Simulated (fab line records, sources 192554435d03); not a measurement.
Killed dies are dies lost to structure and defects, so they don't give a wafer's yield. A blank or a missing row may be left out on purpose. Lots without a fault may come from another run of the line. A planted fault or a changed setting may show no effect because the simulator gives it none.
Chamber matching | flow n5_finfet | N5_BEOL_M0_SAQP_STRIP_75 on rie_diel-02: 4 sister chambers
The step strips in CF4. 4 wafers are shown with their chamber, then 8 later ones without.

WAFERS WITH THEIR CHAMBER
wafer  | chamber | drypump_motor_current_A (A)
L082.1 | 2       | 6.1
L082.2 | 3       | 5.2
L088.5 | 0       | 6.3
L089.1 | 1       | 6.6

WAFERS WITHOUT THEIR CHAMBER
wafer  | drypump_motor_current_A (A)
L089.4 | 5.3
L089.6 | 6.6
L094.1 | 6.1
L094.5 | 6.1
L094.6 | 6.6
L096.2 | 6.0
L096.4 | 5.2
L096.6 | 6.6

WHICH CHAMBER EACH WENT THROUGH
wafer  | from the rows above | in truth
L089.4 | 3                   | 3
L089.6 | 1                   | 1
L094.1 | 2                   | 2
L094.5 | 2                   | 2
L094.6 | 1                   | 1
L096.2 | 2                   | 2
L096.4 | 3                   | 3
L096.6 | 1                   | 1
Placed correctly: 8 of 8. Can't be placed from these rows: 0. Placed wrongly: 0.
How it was worked out, from the rows above alone: a wafer's distance from a chamber is the root of the sum, over the readings, of the square of ((its reading less the chamber's mean) divided by the reading's scatter). The wafer belongs to the nearest chamber; if the next one is less than 2 further off, it can't be placed. A chamber's mean is the mean of its shown wafers. The scatter: with one shown wafer a chamber, the root of the mean of the squares of how far each hidden wafer lies from its nearest shown one.
